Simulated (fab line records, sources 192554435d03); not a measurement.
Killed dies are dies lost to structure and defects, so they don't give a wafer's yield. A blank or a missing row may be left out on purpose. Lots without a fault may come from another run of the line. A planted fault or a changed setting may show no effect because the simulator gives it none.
fab line records | flow n5_finfet
record lots=7 wafers=39
route steps=1938 shown BEOL_M3@950 BEOL_M7@1267 BEOL_M9@1440
start_h: hours from the record's first day to the start of the lot's first wafer shown | wait_h: hours since the lot's step before | " the same as in the row above | L1.1+2: a row that stands for several wafers | - no value, or no start given | * or withheld: withheld | < > ~ a bound
route shown NAME@n: a module of which the file shows steps, and the number in the route of the first | usual: mean/standard deviation of fault-free wafers | same: alike in all rows | chamber/n: place in a boat | sites: the reading at each site | _std_site: their standard deviation | _edge_site: outer sites' mean less inner sites' | radius_mm: how far each site lies from the wafer's centre | mask NAME#n: copy n | behind: the tool/chamber that last shaped the wafer | hold: why the lot was held/for how many hours/how that ended | device: the transistor (n, p or np) that didn't switch | end of line: the same wafers' tests at the end of the route | a step without rows: its recipe alone | killed: dies lost to structure and defects at the first sort, not the wafer's yield | map: a wafer's dies, x killed, . not, _ none there
set.NAME: the setting as run; set.NAME@STEP: as run at that earlier step | model.NAME: the simulator's own value behind a step, which no gauge read
lots whose settings were changed on purpose; a table a step, a row a wafer
## steps
# step N5_BEOL_M3_ETCH_64
# recipe chemistry=N2/H2 target=SOC target_depth_a=750 overetch_a=150 mask_material=SiARC temp_c=40 time_s=112.5 ion_energy_ev=200 pressure_mtorr=30 source_w=840 bias_w=150 n2_flow_sccm=200 h2_flow_sccm=200
# columns lot.wafer tool chamber start_h wait_h set.time_s model.SiARC_of_BEOL_M3_COAT_62.thk_nm model.BEOL_M3.cd_offset_nm
L074.1 rie_diel-02 0 149.36 0.0 112.5 6.6 0
L074.2 " 2 " " 112.5 7.2 0
L074.3 " 3 " " 112.5 7 0.2
L074.4+5 " 1 " " 112.5 7 0
L074.6 " 0 " " 112.5 6.6 -0.2
L077.1 rie_diel-04 0 159.43 0.0 112.5 6.6 0.2
L077.2 " 3 " " 48.77 9.8 -1
L077.3 " 1 " " 112.5 6.8 -0.2
L077.4 " 2 " " 48.77 9.6 -0.6
L077.5 " 2 " " 112.5 6.6 0.4
L077.6 " 3 " " 48.77 9.8 -1.2
L080.1 rie_diel-04 2 181.16 0.0 112.5 6.8 0.4
L080.2 " 0 " " 112.5 6.6 -0.2
L080.3 " 1 " " 142.1 5.6 0.2
L080.4 " 3 " " 112.5 7 -0.2
L080.5 " 1 " " 142.1 5.6 0.4
L080.6 " 0 " " 142.1 5.2 0.4
L081.1+6 rie_diel-04 3,1 194.90 0.0 112.5 7 -0.2
L081.2 " 1 " " 112.5 7 0
L081.3 " 2 " " 175 3.8 1.4
L081.4 " 3 " " 175 4.4 1
L081.5 " 2 " " 175 3.8 1.6
L084.1 rie_diel-04 2 208.31 0.0 112.5 6.6 0.2
L084.2+6 " 1,3 " " 112.5 7 0
L084.3 " 3 " " 162.9 4.8 1
L084.4 " 2 " " 162.9 4.4 1.4
L084.5 " 1 " " 162.9 4.6 0.8
L088.1 rie_diel-04 3 226.71 0.0 176.8 4.2 1
L088.2 " 2 " " 176.8 3.6 1.4
L088.3 " 0 " " 112.5 6.8 0.2
L088.4 " 3 " " 112.5 7 0
L088.5 " 2 " " 112.5 6.8 0.4
L088.6 " 0 " " 176.8 3.8 1.4
L096.2 rie_diel-04 0 271.02 0.0 112.5 6.8 0.4
L096.3 " 1 " " 112.5 6.8 -0.2
L096.5 " 3 " " 112.5 7.2 0.2
# step N5_BEOL_M3_STRIP_65
# recipe chemistry=N2/H2 temp_c=40 n2_flow_sccm=200 h2_flow_sccm=200 rf_frequency_hz=6e+07
# step N5_BEOL_M3_STRIP_75
# recipe chemistry=N2/H2 temp_c=40 n2_flow_sccm=200 h2_flow_sccm=200 rf_frequency_hz=6e+07
# step N5_BEOL_M3_STRIP_66
# recipe chemistry=CF4 resist=SiARC power_w=300 bias_power_w=75 pressure_mtorr=50 cf4_flow_sccm=150 rf_frequency_hz=6e+07
# step N5_BEOL_M3_HM_OPEN_17
# recipe chemistry=Cl2/BCl3 target_depth_a=200 overetch_a=60 target=TiN mask_material=SOC ion_energy_ev=150 pressure_mtorr=10 icp_w=1000 bias_w=126 Cl2_flow_sccm=53.25 bcl3_flow_sccm=21.75 Ar_flow_sccm=25
# columns lot.wafer tool chamber start_h wait_h set.time_s@BEOL_M3_ETCH_64 model.etch.depth_nm
L074.1 rie_metal-02 0 149.53 0.0 112.5 19.95
L074.2+6 " 1 " " 112.5 19.69
L074.3 " 0 " " 112.5 19.75
L074.4 " 1 " " 112.5 19.85
L074.5 " 0 " " 112.5 19.73
L077.1 rie_metal-02 1 159.60 0.0 112.5 20.05
L077.2 " 0 " " 48.77 20.08
L077.3 " 0 " " 112.5 20.19
L077.4 " 1 " " 48.77 19.97
L077.5 " 0 " " 112.5 19.98
L077.6 " 1 " " 48.77 20.09
L080.1 rie_metal-02 0 181.33 0.0 112.5 20.44
L080.2 " 1 " " 112.5 20.47
L080.3 " 1 " " 142.1 17.96
L080.4 " 0 " " 112.5 20.36
L080.5 " 1 " " 142.1 17.77
L080.6 " 0 " " 142.1 17.53
L081.1 rie_metal-01 1 195.06 0.0 112.5 19.99
L081.2 " 0 " " 112.5 20.01
L081.3 " 1 " " 175 13.7
L081.4 " 0 " " 175 13.93
L081.5 " 0 " " 175 13.83
L081.6 " 1 " " 112.5 20.06
L084.1+2 rie_metal-03 0,1 208.48 0.0 112.5 20.14
L084.3 " 0 " " 162.9 15.42
L084.4 " 1 " " 162.9 15.47
L084.5 " 1 " " 162.9 15.43
L084.6 " 0 " " 112.5 20.25
L088.1 rie_metal-01 0 226.88 0.0 176.8 13.66
L088.2 " 0 " " 176.8 13.58
L088.3 " 0 " " 112.5 19.73
L088.4 " 0 " " 112.5 19.93
L088.5 " 0 " " 112.5 19.7
L088.6 " 0 " " 176.8 13.55
L096.2 rie_metal-03 1 271.22 0.1 112.5 19.88
L096.3 " 1 " " 112.5 19.94
L096.5 " 1 " " 112.5 19.97
# step N5_BEOL_M3_STRIP_19
# recipe chemistry=O2 power_w=400 temp_c=40 pressure_mtorr=30 rf_frequency_hz=6e+07 bias_power_w=0 overash_fraction=0.2 o2_flow_sccm=225
# step N5_BEOL_M3_CD_MEAS_18
# recipe pitch_nm=36 target_cd_nm=18
# usual cd_nm=18.1/0.33
# columns lot.wafer tool chamber start_h wait_h set.time_s@BEOL_M3_ETCH_64 cd_nm
L074.1 cd_sem-02 - 149.72 0.1 112.5 17.8
L074.2 " - " " 112.5 18.0
L074.3 " - " " 112.5 18.4
L074.4 " - " " 112.5 18.0
L074.5 " - " " 112.5 18.2
L074.6 " - " " 112.5 17.6
L077.1 cd_sem-03 - 159.89 0.0 112.5 17.8
L077.2 " - " " 48.77 -
L077.3 " - " " 112.5 17.8
L077.4 " - " " 48.77 -
L077.5 " - " " 112.5 17.9
L077.6 " - " " 48.77 -
L080.1 cd_sem-02 - 181.51 0.0 112.5 18.1
L080.2 " - " " 112.5 17.8
L080.3 " - " " 142.1 18.2
L080.4 " - " " 112.5 17.6
L080.5 " - " " 142.1 18.3
L080.6 " - " " 142.1 18.8
L081.1 cd_sem-01 - 195.25 0.0 112.5 17.7
L081.2 " - " " 112.5 17.6
L081.3 " - " " 175 19.4
L081.4 " - " " 175 19.8
L081.5 " - " " 175 19.8
L081.6 " - " " 112.5 18.0
L084.1 cd_sem-02 - 208.66 0.0 112.5 18.1
L084.2 " - " " 112.5 18.2
L084.3 " - " " 162.9 19.2
L084.4 " - " " 162.9 19.4
L084.5 " - " " 162.9 19.2
L084.6 " - " " 112.5 18.0
L088.1 cd_sem-01 - 227.21 0.0 176.8 19.2
L088.2 " - " " 176.8 19.7
L088.3 " - " " 112.5 18.1
L088.4 " - " " 112.5 18.4
L088.5 " - " " 112.5 18.3
L088.6 " - " " 176.8 19.8
L096.2 cd_sem-02 - 271.46 0.1 112.5 18.5
L096.3 " - " " 112.5 18.0
L096.5 " - " " 112.5 18.2
# step N5_BEOL_M3_COAT_67
# recipe resist=SOC temp_c=250 time_s=60 spin_rpm=1500 resist_thk_nm=60
# step N5_BEOL_M3_COAT_68
# recipe resist=SiARC temp_c=220 time_s=60 spin_rpm=1500 resist_thk_nm=12
# step N5_BEOL_M3_PRECLEAN_42
# recipe chemistry=residue_remover time_s=60 temp_c=40
# step N5_BEOL_M3_SRD_43
# recipe time_s=30 temp_c=23 rinse_liquid=diw dry=ipa_marangoni
# step N5_BEOL_M3_CD_MEAS_35
# recipe target_cd_nm=18 target_cd_y_nm=21 polarity=opening
# usual cd_nm=18.1/0.33
# columns lot.wafer tool chamber start_h wait_h set.time_s@BEOL_M3_ETCH_64 cd_nm
L074.1 cd_sem-02 - 151.31 0.0 112.5 17.9
L074.2 " - " " 112.5 18.4
L074.3 " - " " 112.5 18.4
L074.4 " - " " 112.5 18.2
L074.5 " - " " 112.5 18.1
L074.6 " - " " 112.5 17.3
L077.1 cd_sem-03 - 161.64 0.0 112.5 17.9
L077.2 " - " " 48.77 -
L077.3 " - " " 112.5 17.8
L077.4 " - " " 48.77 -
L077.5 " - " " 112.5 18.6
L077.6 " - " " 48.77 -
L080.1 cd_sem-03 - 190.19 0.0 112.5 18.8
L080.2 " - " " 112.5 17.8
L080.3 " - " " 142.1 18.3
L080.4 " - " " 112.5 18.0
L080.5 " - " " 142.1 18.5
L080.6 " - " " 142.1 18.7
L081.1 cd_sem-01 - 196.55 0.0 112.5 17.7
L081.2 " - " " 112.5 17.9
L081.3 " - " " 175 19.9
L081.4 " - " " 175 19.5
L081.5 " - " " 175 20.1
L081.6 " - " " 112.5 17.6
L084.1 cd_sem-01 - 214.77 0.0 112.5 17.9
L084.2 " - " " 112.5 18.3
L084.3 " - " " 162.9 19.5
L084.4 " - " " 162.9 19.9
L084.5 " - " " 162.9 19.1
L084.6 " - " " 112.5 17.8
L088.1 cd_sem-03 - 229.32 0.0 176.8 19.6
L088.2 " - " " 176.8 19.8
L088.3 " - " " 112.5 18.1
L088.4 " - " " 112.5 18.1
L088.5 " - " " 112.5 18.2
L088.6 " - " " 176.8 19.6
L096.2 cd_sem-01 - 275.90 0.0 112.5 18.3
L096.3 " - " " 112.5 17.8
L096.5 " - " " 112.5 18.2
# step N5_BEOL_M7_HM_DEP_02
# recipe material=TiN target_thk_a=200 temp_c=25 chamber_pressure_pa=0.49996
# columns lot.wafer tool chamber start_h wait_h set.target_thk_a model.TiN_of_BEOL_M7_HM_DEP_02.thk_nm
L074.1+4+5 pvd_sputter-03 - 189.40 2.9 200 20.2
L074.2+6 " - " " 287 29.2
L074.3 " - " " 287 29
L077.1+2+5+6 pvd_sputter-02 - 199.53 1.0 200 19.8
L077.3+4 " - " " 200 19.6
L080.1+5 pvd_sputter-03 - 226.07 0.6 129 13
L080.2 " - " " 129 13.4
L080.3+4+6 " - " " 200 20.2
L081.1+3 pvd_sputter-03 - 229.65 0.8 200 20.4
L081.2+6 " - " " 269.8 27.4
L081.4 " - " " 269.8 27.6
L081.5 " - " " 200 20.2
L084.1 pvd_sputter-03 - 252.28 1.7 317.6 32
L084.2+4 " - " " 200 20
L084.3 " - " " 317.6 31.6
L084.5 " - " " 200 19.8
L084.6 " - " " 317.6 31.8
L088.1+5 pvd_sputter-02 - 269.49 1.1 200 20.2
L088.2+6 " - " " 200 19.6
L088.3 " - " " 200 19.8
L088.4 " - " " 200 20
L096.2 pvd_sputter-02 - 320.46 0.9 200 20.4
L096.3 " - " " 200 20.2
L096.5 " - " " 200 20
# step N5_BEOL_M7_COAT_59
# recipe resist=SOC temp_c=250 time_s=60 spin_rpm=1500 resist_thk_nm=100
# step N5_BEOL_M7_COAT_60
# recipe resist=SiARC temp_c=220 time_s=60 spin_rpm=1500 resist_thk_nm=35
# step N5_BEOL_M7_STRIP_68
# recipe chemistry=N2/H2 temp_c=40 n2_flow_sccm=200 h2_flow_sccm=200 rf_frequency_hz=6e+07
# step N5_BEOL_M7_STRIP_67
# recipe chemistry=CF4 resist=SiARC power_w=300 bias_power_w=75 pressure_mtorr=50 cf4_flow_sccm=150 rf_frequency_hz=6e+07
# step N5_BEOL_M7_HM_OPEN_17
# recipe chemistry=Cl2/BCl3 target_depth_a=200 overetch_a=60 target=TiN mask_material=SOC ion_energy_ev=150 pressure_mtorr=10 icp_w=1000 bias_w=126 Cl2_flow_sccm=53.25 bcl3_flow_sccm=21.75 Ar_flow_sccm=25
# columns lot.wafer tool chamber start_h wait_h set.target_thk_a@BEOL_M7_HM_DEP_02 model.etch.depth_nm
L074.1 rie_metal-01 0 190.26 0.0 200 20.17
L074.2 " 1 " " 287 25.23
L074.3 " 0 " " 287 26.16
L074.4 " 1 " " 200 20.13
L074.5 " 1 " " 200 20.16
L074.6 " 0 " " 287 26.09
L077.1+5 rie_metal-03 0 200.42 0.0 200 19.74
L077.2 " 1 " " 200 19.72
L077.3 " 1 " " 200 19.59
L077.4 " 0 " " 200 19.55
L077.6 " 1 " " 200 19.84
L080.1 rie_metal-03 0 226.95 0.0 129 12.97
L080.2 " 1 " " 129 13.4
L080.3 " 1 " " 200 20.18
L080.4 " 0 " " 200 20.17
L080.5 " 0 " " 129 13.07
L080.6 " 1 " " 200 20.26
L081.1 rie_metal-02 1 230.52 0.0 200 20.4
L081.2 " 0 " " 269.8 26.43
L081.3 " 0 " " 200 20.34
L081.4 " 1 " " 269.8 26.37
L081.5 " 0 " " 200 20.12
L081.6 " 1 " " 269.8 26.39
L084.1 rie_metal-02 1 253.21 0.0 317.6 26.35
L084.2 " 0 " " 200 20.03
L084.3 " 1 " " 317.6 26.28
L084.4 " 0 " " 200 19.99
L084.5 " 1 " " 200 19.88
L084.6 " 0 " " 317.6 26.49
L088.1 rie_metal-03 1 270.24 0.0 200 20.18
L088.2 " 1 " " 200 19.62
L088.3+6 " 1 " " 200 19.7
L088.4 " 1 " " 200 20.05
L088.5 " 1 " " 200 20.11
L096.2 rie_metal-03 1 321.32 0.0 200 20.32
L096.3 " 0 " " 200 20.27
L096.5 " 1 " " 200 19.96
# step N5_BEOL_M7_STRIP_19
# recipe chemistry=O2 power_w=400 temp_c=40 pressure_mtorr=30 rf_frequency_hz=6e+07 bias_power_w=0 overash_fraction=0.2 o2_flow_sccm=225
# step N5_BEOL_M7_ETCH_41
# recipe chemistry=CH3F/O2 target=SiCN target_depth_a=319 taper_deg=2 time_s=57.8 ion_energy_ev=120 mask_material=TiN pressure_mtorr=30 source_w=395 bias_w=75 Ar_flow_sccm=150 CH3F_flow_sccm=30 O2_flow_sccm=20
# step N5_BEOL_M7_STRIP_80
# recipe chemistry=N2/H2 time_s=10 power_w=450 temp_c=40 pressure_mtorr=20 rf_frequency_hz=6e+07 bias_power_w=7 n2_flow_sccm=200 h2_flow_sccm=200
# step N5_BEOL_M7_OCD_MEAS_38
# usual trench_depth_nm=92.7/1.6
# columns lot.wafer tool chamber start_h wait_h set.target_thk_a@BEOL_M7_HM_DEP_02 trench_depth_nm
L074.1 ocd-02 - 193.41 - 200 91.6
L074.2 " - " " 287 7.4
L074.3 " - " " 287 32.0
L074.4 " - " " 200 91.5
L074.5 " - " " 200 93.2
L074.6 " - " " 287 28.4
L077.1 ocd-01 - 201.59 - 200 91.9
L077.2 " - " " 200 -
L077.3 " - " " 200 92.9
L077.4 " - " " 200 -
L077.5 " - " " 200 92.0
L077.6 " - " " 200 -
L080.1 ocd-02 - 228.51 - 129 91.8
L080.2 " - " " 129 94.0
L080.3 " - " " 200 90.6
L080.4 " - " " 200 92.6
L080.5 " - " " 129 93.9
L080.6 " - " " 200 90.8
L081.1 ocd-02 - 235.03 - 200 92.9
L081.2 " - " " 269.8 88.1
L081.3 " - " " 200 92.3
L081.4 " - " " 269.8 84.7
L081.5 " - " " 200 93.0
L081.6 " - " " 269.8 87.7
L084.1 ocd-02 - 257.54 - 317.6 0.3
L084.2 " - " " 200 91.6
L084.3 " - " " 317.6 1.1
L084.4 " - " " 200 92.8
L084.5 " - " " 200 91.5
L084.6 " - " " 317.6 0.9
L088.1 ocd-01 - 274.46 - 200 91.5
L088.2 " - " " 200 93.8
L088.3 " - " " 200 93.9
L088.4 " - " " 200 92.2
L088.5 " - " " 200 93.9
L088.6 " - " " 200 92.4
L096.2 ocd-01 - 324.80 - 200 93.0
L096.3 " - " " 200 93.0
L096.5 " - " " 200 93.4
# step N5_BEOL_M9_ETCH_66
# recipe chemistry=N2/H2 target=SOC target_depth_a=800 overetch_a=160 mask_material=SiARC temp_c=40 time_s=120 ion_energy_ev=200 pressure_mtorr=30 source_w=840 bias_w=150 n2_flow_sccm=200 h2_flow_sccm=200
# columns lot.wafer tool chamber start_h wait_h set.time_s model.SiARC_of_BEOL_M9_COAT_64.thk_nm
L074.1+5+6 rie_diel-05 2,1,2 205.30 0.0 120 6.6
L074.2+3 " 0,3 " " 141.2 5.4
L074.4 " 1 " " 141.2 5.6
L077.1+4 rie_diel-05 0,3 219.67 0.0 120 6.4
L077.2+5 " 1,2 " " 83.14 8.2
L077.3 " 2 " " 83.14 8.4
L077.6 " 3 " " 120 6.6
L080.1+4+6 rie_diel-04 0,1,2 245.49 0.0 120 6.4
L080.2+5 " 3 " " 120 6.8
L080.3 " 2 " " 120 6.2
L081.1+2+4+6 rie_diel-05 2,3,1,2 255.85 0.0 120 6.6
L081.3+5 " 0,3 " " 120 6.4
L084.1+2 rie_diel-04 0,1 273.18 0.0 98.17 7.6
L084.3 " 3 " " 120 6.8
L084.4 " 0 " " 120 6.4
L084.5 " 3 " " 98.17 7.8
L084.6 " 1 " " 120 6.6
L088.1+3+5 rie_diel-02 1,3,3 292.30 0.0 120 6.6
L088.2+6 " 2 " " 100.9 7.6
L088.4 " 0 " " 100.9 7
L096.2+3+5 rie_diel-05 1,2,1 341.09 0.0 120 6.6
## key
split step=N5_BEOL_M3_ETCH_64 setting=time_s stated=112.5 by=wafer
response step=N5_BEOL_M3_ETCH_64 reading=model.SiARC_of_BEOL_M3_COAT_62.thk_nm change=-0.0529 per=1% r=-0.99
response step=N5_BEOL_M3_ETCH_64 reading=model.BEOL_M3.cd_offset_nm change=+0.0209 per=1% r=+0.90
response step=N5_BEOL_M3_HM_OPEN_17 reading=model.etch.depth_nm shape=bent at_lowest=20.05 at_stated=19.99 at_highest=13.6
response step=N5_BEOL_M3_CD_MEAS_18 reading=cd_nm change=+0.0277 per=1% r=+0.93
response step=N5_BEOL_M3_CD_MEAS_35 reading=cd_nm change=+0.0308 per=1% r=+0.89
split step=N5_BEOL_M7_HM_DEP_02 setting=target_thk_a stated=200 by=wafer
response step=N5_BEOL_M7_HM_DEP_02 reading=model.TiN_of_BEOL_M7_HM_DEP_02.thk_nm change=+0.203 per=1% r=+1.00
response step=N5_BEOL_M7_HM_OPEN_17 reading=model.etch.depth_nm change=+0.139 per=1% r=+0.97
response step=N5_BEOL_M7_OCD_MEAS_38 reading=trench_depth_nm shape=bent at_lowest=93.2 at_stated=92.4 at_highest=0.8
split step=N5_BEOL_M9_ETCH_66 setting=time_s stated=120 by=wafer
response step=N5_BEOL_M9_ETCH_66 reading=model.SiARC_of_BEOL_M9_COAT_64.thk_nm change=-0.0584 per=1% r=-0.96
